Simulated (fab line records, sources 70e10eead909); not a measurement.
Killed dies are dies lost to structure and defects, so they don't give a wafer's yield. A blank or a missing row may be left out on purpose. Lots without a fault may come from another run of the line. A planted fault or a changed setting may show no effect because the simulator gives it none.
Chamber matching | flow nand_harc | NHARC_A_STAIRCASE_DEP_322 on pecvd-02: 3 sister chambers
The step deposits SiO2, target thk 3800 nm. 16 wafers are shown with their chamber, then 8 later ones without.

WAFERS WITH THEIR CHAMBER
wafer  | chamber | heater_power_w (W) | susceptor_temp_C (C)
L074.1 | 1       | 756                | 400.08
L074.3 | 0       | 600                | 399.68
L074.6 | 0       | 580                | 399.62
L076.2 | 1       | 686                | 400.31
L076.4 | 0       | 581                | 400.48
L076.5 | 1       | 644                | 400.07
L079.1 | 1       | 678                | 399.86
L079.4 | 0       | 586                | 400.15
L079.6 | 1       | 627                | 399.98
L080.1 | 2       | 675                | 399.91
L080.2 | 1       | 802                | 399.74
L080.6 | 0       | 588                | 400.08
L088.1 | 2       | 775                | 399.95
L088.4 | 0       | 555                | 399.78
L088.6 | 2       | 642                | 400.03
L090.2 | 1       | 708                | 399.56

SIGNATURES (means of the wafers above)
reading          | chamber 0 | chamber 1 | chamber 2 | scatter within a chamber
heater_power_w   | 581.67    | 700.14    | 697.33    | 50.7
susceptor_temp_C | 399.9650  | 399.9429  | 399.9633  | 0.266
Rule: a wafer's distance from a chamber is the root of the sum, over the readings, of the square of ((its reading less the chamber's mean) divided by the reading's scatter). The wafer belongs to the nearest chamber; if the next one is less than 2 further off, it can't be placed. The scatter: the root of (the sum of the squares of (reading less its chamber's mean) over the shown wafers, divided by (wafers less chambers)).

WAFERS WITHOUT THEIR CHAMBER
wafer  | heater_power_w (W) | susceptor_temp_C (C)
L090.4 | 615                | 399.91
L090.5 | 555                | 400.06
L095.2 | 802                | 400.00
L095.5 | 662                | 399.86
L095.6 | 565                | 399.61
L097.1 | 669                | 399.78
L097.5 | 632                | 400.02
L097.6 | 652                | 399.78

WHICH CHAMBER EACH WENT THROUGH
wafer  | from the rows above          | in truth
L090.4 | can't be placed: 0 or 2 or 1 | 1
L090.5 | 0                            | 0
L095.2 | can't be placed: 1 or 2      | 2
L095.5 | can't be placed: 2 or 1 or 0 | 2
L095.6 | can't be placed: 0 or 2 or 1 | 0
L097.1 | can't be placed: 1 or 2 or 0 | 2
L097.5 | can't be placed: 0 or 2 or 1 | 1
L097.6 | can't be placed: 2 or 1 or 0 | 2
Placed correctly: 1 of 8. Can't be placed from these rows: 7 (the true chamber is among the candidates in 7). Placed wrongly: 0.
